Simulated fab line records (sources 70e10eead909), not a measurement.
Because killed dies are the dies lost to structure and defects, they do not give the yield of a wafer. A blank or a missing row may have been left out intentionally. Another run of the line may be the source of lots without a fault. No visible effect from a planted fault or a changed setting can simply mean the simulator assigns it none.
Which tool is to blame? + flow nand harc + Sampling: 24 lots, 72 wafers, 6 of 1302 route steps

== WHAT THE GAUGES READ, wafer by wafer ==
NHARC_A_M1_CD_MEAS_09 targets a cd of 120 nm. Usual: 119.4 nm for cd nm, sd 0.87.
| lot  | measured     | on        | cd nm (nm)        | flag |
|------|--------------|-----------|-------------------|------|
| L074 | day 23 11:18 | cd sem-03 | 119.0 120.9 119.8 |      |
| L076 | day 23 12:29 | cd sem-03 | 118.7 118.9 119.1 |      |
| L075 | day 23 17:35 | cd sem-01 | 118.7 120.4 119.7 |      |
| L078 | day 25 12:14 | cd sem-03 | 119.3 119.1 119.2 |      |
| L079 | day 25 16:34 | cd sem-03 | 119.4 118.3 118.2 |      |
| L077 | day 25 20:30 | cd sem-03 | 119.6 118.1 119.1 |      |
| L080 | day 25 21:22 | cd sem-02 | 121.1 119.7 119.5 |      |
| L081 | day 26 03:56 | cd sem-03 | 119.5 119.7 120.2 |      |
| L082 | day 26 12:57 | cd sem-03 | 119.6 119.9 119.3 |      |
| L084 | day 27 02:40 | cd sem-02 | 118.6 119.0 120.3 |      |
| L083 | day 27 07:05 | cd sem-02 | 118.6 119.2 118.8 |      |
| L085 | day 27 13:05 | cd sem-03 | 120.5 120.1 119.4 |      |
| L086 | day 27 14:48 | cd sem-01 | 120.6 120.3 120.6 |      |
| L087 | day 28 10:20 | cd sem-02 | 119.6 120.1 119.1 |      |
| L090 | day 28 21:53 | cd sem-02 | 120.4 119.3 118.8 |      |
| L088 | day 29 02:07 | cd sem-01 | 118.8 118.6 117.3 |      |
| L089 | day 29 08:10 | cd sem-01 | 118.1 118.3 119.1 |      |
| L092 | day 30 18:44 | cd sem-03 | 119.5 121.1 120.9 |      |
| L091 | day 31 01:16 | cd sem-02 | 119.0 117.6 118.5 |      |
| L093 | day 31 07:34 | cd sem-02 | 119.7 120.2 119.4 |      |
| L094 | day 31 12:02 | cd sem-03 | 119.5 118.2 117.8 |      |
| L095 | day 31 13:28 | cd sem-01 | 118.8 119.6 119.4 |      |
| L097 | day 32 00:21 | cd sem-02 | 120.8 121.3 119.3 |      |
| L096 | day 32 02:12 | cd sem-03 | 119.3 119.7 120.3 |      |

NHARC_A_M1_CD_MEAS_16. Usual: 119.0 nm for cd nm, sd 1.2.
| lot  | measured     | on        | cd nm (nm)        | flag |
|------|--------------|-----------|-------------------|------|
| L074 | day 23 11:47 | cd sem-01 | 118.4 120.1 121.0 |      |
| L076 | day 23 12:59 | cd sem-02 | 118.4 120.3 118.6 |      |
| L075 | day 23 18:04 | cd sem-03 | 117.7 119.1 116.9 |      |
| L078 | day 25 12:44 | cd sem-03 | 119.7 118.6 119.3 |      |
| L079 | day 25 17:04 | cd sem-02 | 118.9 118.0 116.9 |      |
| L077 | day 25 20:59 | cd sem-03 | 119.6 117.0 119.4 |      |
| L080 | day 25 21:52 | cd sem-03 | 120.7 119.2 119.3 |      |
| L081 | day 26 04:26 | cd sem-02 | 117.7 119.3 118.3 |      |
| L082 | day 26 13:26 | cd sem-03 | 118.7 119.5 119.3 |      |
| L084 | day 27 03:09 | cd sem-02 | 118.6 118.9 119.0 |      |
| L083 | day 27 07:34 | cd sem-03 | 119.0 120.0 118.4 |      |
| L085 | day 27 13:34 | cd sem-02 | 121.1 119.4 118.8 |      |
| L086 | day 27 15:17 | cd sem-02 | 119.5 118.8 118.7 |      |
| L087 | day 28 10:50 | cd sem-01 | 119.9 121.8 119.1 |      |
| L090 | day 28 22:34 | cd sem-03 | 120.6 118.6 118.4 |      |
| L088 | day 29 02:36 | cd sem-02 | 118.0 119.0 115.8 |      |
| L089 | day 29 08:40 | cd sem-01 | 117.4 117.6 120.2 |      |
| L092 | day 30 19:14 | cd sem-01 | 119.4 120.6 120.9 |      |
| L091 | day 31 01:46 | cd sem-02 | 119.8 117.4 118.1 |      |
| L093 | day 31 08:04 | cd sem-01 | 120.2 118.6 119.3 |      |
| L094 | day 31 12:31 | cd sem-01 | 118.3 117.6 117.4 |      |
| L095 | day 31 13:58 | cd sem-03 | 118.6 118.3 118.3 |      |
| L097 | day 32 00:50 | cd sem-02 | 120.7 119.5 119.9 |      |
| L096 | day 32 02:41 | cd sem-03 | 120.1 119.1 119.0 |      |

NHARC_HYBRID_BOND_OVL_MEAS_05. Usual: overlay x nm -5 nm, standard deviation 33; overlay y nm 3 nm, standard deviation 32.
| lot  | measured     | on         | overlay x nm (nm) | overlay y nm (nm) | flag |
|------|--------------|------------|-------------------|-------------------|------|
| L074 | day 24 06:50 | overlay-02 | -12 5 40          | 24 -26 42         |      |
| L076 | day 24 06:50 | overlay-01 | -32 -12 -41       | 56 28 -25         |      |
| L075 | day 24 10:55 | overlay-01 | -16 25 0          | 8 34 -25          |      |
| L078 | day 26 05:02 | overlay-01 | -2 49 24          | 45 61 -22         |      |
| L079 | day 26 10:46 | overlay-02 | 2 15 49           | 19 9 -1           |      |
| L077 | day 26 10:46 | overlay-01 | -55 18 36         | -9 33 -21         |      |
| L080 | day 26 14:28 | overlay-01 | -5 -37 8          | 29 -4 4           |      |
| L081 | day 26 21:14 | overlay-01 | -5 17 -10         | 5 13 20           |      |
| L082 | day 27 07:53 | overlay-02 | -38 24 29         | 25 -14 8          |      |
| L084 | day 27 21:25 | overlay-01 | 19 18 -3          | -47 18 25         |      |
| L083 | day 27 21:25 | overlay-02 | -13 28 -1         | -8 -36 12         |      |
| L085 | day 28 07:03 | overlay-02 | -10 43 -14        | -19 -24 -65       |      |
| L086 | day 28 07:03 | overlay-01 | 16 -17 -46        | 49 51 -26         |      |
| L087 | day 29 04:46 | overlay-01 | -11 -31 -23       | 28 -18 5          |      |
| L090 | day 29 15:14 | overlay-02 | 41 21 -73         | 28 46 36          |      |
| L088 | day 29 22:59 | overlay-02 | 7 4 -18           | 66 -37 18         |      |
| L089 | day 29 22:59 | overlay-01 | -9 46 55          | 4 12 -26          |      |
| L092 | day 31 13:55 | overlay-02 | -26 8 -39         | -64 24 -29        |      |
| L091 | day 31 18:14 | overlay-02 | -54 -35 -56       | -29 27 -19        |      |
| L093 | day 32 00:58 | overlay-01 | -70 -24 -19       | 72 48 8           |      |
| L094 | day 32 12:28 | overlay-02 | -31 -65 17        | 23 36 -26         |      |
| L095 | day 32 12:28 | overlay-02 | -29 80 21         | -42 -7 -19        |      |
| L097 | day 32 17:44 | overlay-02 | 9 5 -15           | 0 -29 46          |      |
| L096 | day 32 17:45 | overlay-02 | -49 28 -66        | -7 50 -31         |      |

== EACH LOT AND THE TOOL THAT RAN IT (in order: tool; ch and the chambers of the sampled wafers; start) ==
| lot  | NHARC_A_M1_ETCH_35                 | NHARC_A_M1_CMP_23             | NHARC_A_BONDPAD_ETCH_24                       |
|------|------------------------------------|-------------------------------|-----------------------------------------------|
| L074 | rie diel-05 ch 0,1,3, day 23 11:35 | cmp-03 ch 0,1,2, day 23 13:35 | rie diel-03 ch 0,1,3, day 24 06:50 or earlier |
| L076 | rie diel-05 ch 0,1,2, day 23 12:46 | cmp-03 ch 1,2,3, day 23 14:52 | rie diel-13 ch 0,2,3, day 24 06:50 or earlier |
| L075 | rie diel-05 ch 2,3, day 23 17:51   | cmp-01 ch 0,3, day 23 19:56   | rie diel-13 ch 0,1, day 24 10:55 or earlier   |
| L078 | rie diel-04 ch 0,1,3, day 25 12:31 | cmp-03 ch 0,1,2, day 25 14:32 | rie diel-02 ch 1,3, day 25 17:37              |
| L079 | rie diel-05 ch 0,1, day 25 16:50   | cmp-01 ch 2,3, day 25 18:52   | rie diel-02 ch 1,3, day 25 22:58              |
| L077 | rie diel-04 ch 1,2,3, day 25 20:47 | cmp-01 ch 1,2, day 25 22:51   | rie diel-13 ch 0,2,3, day 26 10:46 or earlier |
| L080 | rie diel-05 ch 0,1,2, day 25 21:38 | cmp-01 ch 1,2, day 25 23:40   | rie diel-13 ch 0,1, day 26 14:28 or earlier   |
| L081 | rie diel-05 ch 2,3, day 26 04:11   | cmp-03 ch 0,1,3, day 26 06:18 | rie diel-13 ch 2,3, day 26 21:14 or earlier   |
| L082 | rie diel-04 ch 0,2,3, day 26 13:14 | cmp-01 ch 1,2, day 26 15:16   | rie diel-03 ch 0,1,2, day 27 07:53 or earlier |
| L084 | rie diel-04 ch 1,2,3, day 27 02:56 | cmp-03 ch 0,1,3, day 27 04:59 | rie diel-03 ch 0,2,3, day 27 21:25 or earlier |
| L083 | rie diel-06 ch 0,2, day 27 07:21   | cmp-03 ch 0,3, day 27 09:22   | rie diel-13 ch 2,3, day 27 21:25 or earlier   |
| L085 | rie diel-04 ch 2,3, day 27 13:22   | cmp-03 ch 0,1,2, day 27 15:25 | rie diel-02 ch 0,1, day 28 07:03 or earlier   |
| L086 | rie diel-05 ch 0,3, day 27 15:05   | cmp-01 ch 1,2, day 27 17:07   | rie diel-13 ch 0,2,3, day 28 07:03 or earlier |
| L087 | rie diel-06 ch 0,1,3, day 28 10:37 | cmp-01 ch 0,1,2, day 28 12:38 | rie diel-03 ch 0,1,3, day 29 04:46 or earlier |
| L090 | rie diel-05 ch 0,1,3, day 28 22:17 | cmp-04 ch 0,2,3, day 29 00:25 | rie diel-03 ch 0,1,2, day 29 15:14 or earlier |
| L088 | rie diel-05 ch 1,2,3, day 29 02:23 | cmp-04 ch 0,1,3, day 29 04:33 | rie diel-02 ch 1,2,3, day 29 22:59 or earlier |
| L089 | rie diel-04 ch 0,2,3, day 29 08:26 | cmp-04 ch 0,2,3, day 29 10:28 | rie diel-03 ch 0,1,3, day 29 22:59 or earlier |
| L092 | rie diel-06 ch 0,2,3, day 30 19:01 | cmp-03 ch 1,2,3, day 30 21:02 | rie diel-03 ch 0,1,3, day 31 13:55 or earlier |
| L091 | rie diel-04 ch 1,2, day 31 01:32   | cmp-03 ch 0,2, day 31 03:34   | rie diel-03 ch 0,2,3, day 31 06:44            |
| L093 | rie diel-05 ch 0,2, day 31 07:50   | cmp-01 ch 0,1, day 31 09:53   | rie diel-02 ch 0,2, day 32 00:58 or earlier   |
| L094 | rie diel-05 ch 0,2,3, day 31 12:19 | cmp-03 ch 0,1,2, day 31 14:21 | rie diel-13 ch 0,2, day 32 12:28 or earlier   |
| L095 | rie diel-04 ch 0,1,3, day 31 13:44 | cmp-01 ch 0,1,2, day 31 15:47 | rie diel-13 ch 0,1,2, day 32 12:28 or earlier |
| L097 | rie diel-05 ch 0,1,2, day 32 00:38 | cmp-04 ch 0,2,3, day 32 02:46 | rie diel-03 ch 0,1, day 32 17:44 or earlier   |
| L096 | rie diel-05 ch 0,1,2, day 32 02:28 | cmp-03 ch 0,1,3, day 32 04:32 | rie diel-03 ch 1,2,3, day 32 17:45 or earlier |
- NHARC_A_M1_ETCH_35: etches the open film in N2/H2, target depth 40 nm, overetch 12 nm, time 43.94 s.
- NHARC_A_M1_CMP_23: polishes, t overpolish 20 s, target thk 154.34 nm.
- NHARC_A_BONDPAD_ETCH_24: etches the open film in CF4/N2, target depth 30 nm, time 72.99 s.

== WHAT THE TOOLS THEMSELVES READ (means of the sampled wafers that have a number; where no wafer has one, the mark that the record gives instead) ==
NHARC_A_M1_ETCH_35. Usual: drypump motor current A 5.5 A, standard deviation 0.33; oes product au 1.006 a.u., standard deviation 0.011; rf vpp V 429.5 V, standard deviation 2; showerhead plenum p Torr 2.00 Torr, standard deviation 0.067; throttle valve pct 14.170 %, standard deviation 0.0082.
| lot  | tool        | drypump motor current A (A) | oes product au (a.u.) | rf vpp V (V) | showerhead plenum p Torr (Torr) | throttle valve pct (%) | flag |
|------|-------------|-----------------------------|-----------------------|--------------|---------------------------------|------------------------|------|
| L074 | rie diel-05 | 5.6                         | 1.009                 | 429.6        | 2.01                            | 14.170                 |      |
| L076 | rie diel-05 | 5.6                         | 1.013                 | 428.6        | 1.95                            | 14.174                 |      |
| L075 | rie diel-05 | 5.6                         | 1.013                 | 428.1        | 1.95                            | 14.170                 |      |
| L078 | rie diel-04 | 5.5                         | 1.016                 | 428.7        | 2.00                            | 14.168                 |      |
| L079 | rie diel-05 | 5.5                         | 1.004                 | 428.6        | 1.97                            | 14.168                 |      |
| L077 | rie diel-04 | 5.2                         | 1.011                 | 430.2        | 2.04                            | 14.175                 |      |
| L080 | rie diel-05 | 5.6                         | 1.005                 | 428.3        | 1.95                            | 14.170                 |      |
| L081 | rie diel-05 | 5.6                         | 1.010                 | 428.0        | 1.95                            | 14.168                 |      |
| L082 | rie diel-04 | 5.3                         | 1.000                 | 430.6        | 2.03                            | 14.173                 |      |
| L084 | rie diel-04 | 5.2                         | 1.006                 | 430.4        | 2.04                            | 14.172                 |      |
| L083 | rie diel-06 | 5.5                         | 0.987                 | 428.8        | 2.00                            | 14.174                 |      |
| L085 | rie diel-04 | 5.0                         | 1.018                 | 431.1        | 2.07                            | 14.174                 |      |
| L086 | rie diel-05 | 5.5                         | 1.007                 | 429.1        | 1.98                            | 14.167                 |      |
| L087 | rie diel-06 | 5.8                         | 0.981                 | 431.2        | 2.07                            | 14.168                 |      |
| L090 | rie diel-05 | 5.5                         | 1.014                 | 430.4        | 2.01                            | 14.176                 |      |
| L088 | rie diel-05 | 5.6                         | 1.015                 | 429.1        | 1.99                            | 14.175                 |      |
| L089 | rie diel-04 | 5.3                         | 1.009                 | 429.5        | 2.03                            | 14.174                 |      |
| L092 | rie diel-06 | 5.8                         | 0.999                 | 429.1        | 1.98                            | 14.169                 |      |
| L091 | rie diel-04 | 5.2                         | 1.008                 | 430.8        | 2.06                            | 14.171                 |      |
| L093 | rie diel-05 | 5.6                         | 1.006                 | 427.9        | 1.93                            | 14.167                 |      |
| L094 | rie diel-05 | 5.6                         | 1.017                 | 429.0        | 1.97                            | 14.175                 |      |
| L095 | rie diel-04 | 5.6                         | 1.005                 | 429.5        | 2.00                            | 14.165                 |      |
| L097 | rie diel-05 | 5.6                         | 1.000                 | 428.6        | 1.95                            | 14.177                 |      |
| L096 | rie diel-05 | 5.6                         | 1.011                 | 428.0        | 1.95                            | 14.171                 |      |

NHARC_A_M1_CMP_23. Usual: motor current A 12.2 A, standard deviation 1.1; time to endpoint s 29 s, standard deviation 3.1.
| lot  | tool   | motor current A (A) | time to endpoint s (s) | flag |
|------|--------|---------------------|------------------------|------|
| L074 | cmp-03 | 11.8                | 29                     |      |
| L076 | cmp-03 | 12.1                | 31                     |      |
| L075 | cmp-01 | 11.4                | 26                     |      |
| L078 | cmp-03 | 11.2                | 28                     |      |
| L079 | cmp-01 | 11.6                | 20                     |      |
| L077 | cmp-01 | 13.3                | 28                     |      |
| L080 | cmp-01 | 13.0                | 26                     |      |
| L081 | cmp-03 | 12.4                | 29                     |      |
| L082 | cmp-01 | 13.1                | 30                     |      |
| L084 | cmp-03 | 12.4                | 30                     |      |
| L083 | cmp-03 | 13.2                | 28                     |      |
| L085 | cmp-03 | 11.6                | 29                     |      |
| L086 | cmp-01 | 13.4                | 32                     |      |
| L087 | cmp-01 | 12.9                | 29                     |      |
| L090 | cmp-04 | 12.0                | 29                     |      |
| L088 | cmp-04 | 11.6                | 27                     |      |
| L089 | cmp-04 | 11.7                | 30                     |      |
| L092 | cmp-03 | 12.7                | 29                     |      |
| L091 | cmp-03 | 11.6                | 30                     |      |
| L093 | cmp-01 | 12.7                | 35                     |      |
| L094 | cmp-03 | 12.2                | 32                     |      |
| L095 | cmp-01 | 12.3                | 29                     |      |
| L097 | cmp-04 | 11.9                | 31                     |      |
| L096 | cmp-03 | 12.2                | 30                     |      |

NHARC_A_BONDPAD_ETCH_24. Usual: drypump motor current A 5.6 A, standard deviation 0.43; oes product au 1.001 a.u., standard deviation 0.01; rf vpp V 313.8 V, standard deviation 2.4; showerhead plenum p Torr 2.61 Torr, standard deviation 0.14; throttle valve pct 19.794 %, standard deviation 0.0093.
| lot  | tool        | drypump motor current A (A) | oes product au (a.u.) | rf vpp V (V) | showerhead plenum p Torr (Torr) | throttle valve pct (%) | flag |
|------|-------------|-----------------------------|-----------------------|--------------|---------------------------------|------------------------|------|
| L074 | rie diel-03 | 5.4                         | 0.993                 | 314.0        | 2.63                            | 19.790                 |      |
| L076 | rie diel-13 | 6.0                         | 1.003                 | 313.8        | 2.59                            | 19.795                 |      |
| L075 | rie diel-13 | 5.6                         | 1.001                 | 313.4        | 2.60                            | 19.801                 |      |
| L078 | rie diel-02 | 6.0                         | 0.992                 | 312.3        | 2.47                            | 19.793                 |      |
| L079 | rie diel-02 | 6.0                         | 0.993                 | 310.8        | 2.47                            | 19.797                 |      |
| L077 | rie diel-13 | 6.0                         | 0.993                 | 313.6        | 2.59                            | 19.795                 |      |
| L080 | rie diel-13 | 5.6                         | 1.002                 | 313.6        | 2.60                            | 19.793                 |      |
| L081 | rie diel-13 | 6.1                         | 1.011                 | 315.2        | 2.66                            | 19.794                 |      |
| L082 | rie diel-03 | 5.4                         | 1.002                 | 311.7        | 2.51                            | 19.803                 |      |
| L084 | rie diel-03 | 5.5                         | 1.003                 | 312.9        | 2.55                            | 19.791                 |      |
| L083 | rie diel-13 | 6.2                         | 1.005                 | 314.7        | 2.66                            | 19.782                 |      |
| L085 | rie diel-02 | 5.8                         | 0.994                 | 314.0        | 2.71                            | 19.797                 |      |
| L086 | rie diel-13 | 6.0                         | 1.004                 | 313.2        | 2.59                            | 19.792                 |      |
| L087 | rie diel-03 | 5.4                         | 1.007                 | 313.5        | 2.61                            | 19.791                 |      |
| L090 | rie diel-03 | 5.4                         | 1.001                 | 313.9        | 2.64                            | 19.790                 |      |
| L088 | rie diel-02 | 5.6                         | 1.001                 | 312.4        | 2.49                            | 19.796                 |      |
| L089 | rie diel-03 | 5.4                         | 1.001                 | 313.6        | 2.61                            | 19.792                 |      |
| L092 | rie diel-03 | 5.4                         | 1.015                 | 314.1        | 2.61                            | 19.809                 |      |
| L091 | rie diel-03 | 5.5                         | 1.005                 | 314.4        | 2.67                            | 19.795                 |      |
| L093 | rie diel-02 | 5.1                         | 1.003                 | 314.0        | 2.63                            | 19.796                 |      |
| L094 | rie diel-13 | 5.9                         | 1.002                 | 313.4        | 2.59                            | 19.790                 |      |
| L095 | rie diel-13 | 5.7                         | 1.002                 | 315.2        | 2.67                            | 19.795                 |      |
| L097 | rie diel-03 | 5.5                         | 0.997                 | 312.2        | 2.50                            | 19.802                 |      |
| L096 | rie diel-03 | 5.3                         | 0.996                 | 315.7        | 2.74                            | 19.797                 |      |

== THE ANSWER, worked out from the rows above alone ==
Rule: a lot counts as off when the mean over its wafers that have a number is more than 3 standard deviations away from the usual mean. Also off: a lot with no number at a reading for which 4 or more lots have one. The other lots that the step has rows for count as sound. After the gauges, taken in route order, come the tools' own readings; for these a lot's mean is taken, as printed above. At the first step where some lot is off, the reading lying furthest off is the one used; lots without a number count as furthest.
Nothing can be told from this: no lot is off at any reading shown.

== WHAT THE SIMULATOR HAD PUT IN ==
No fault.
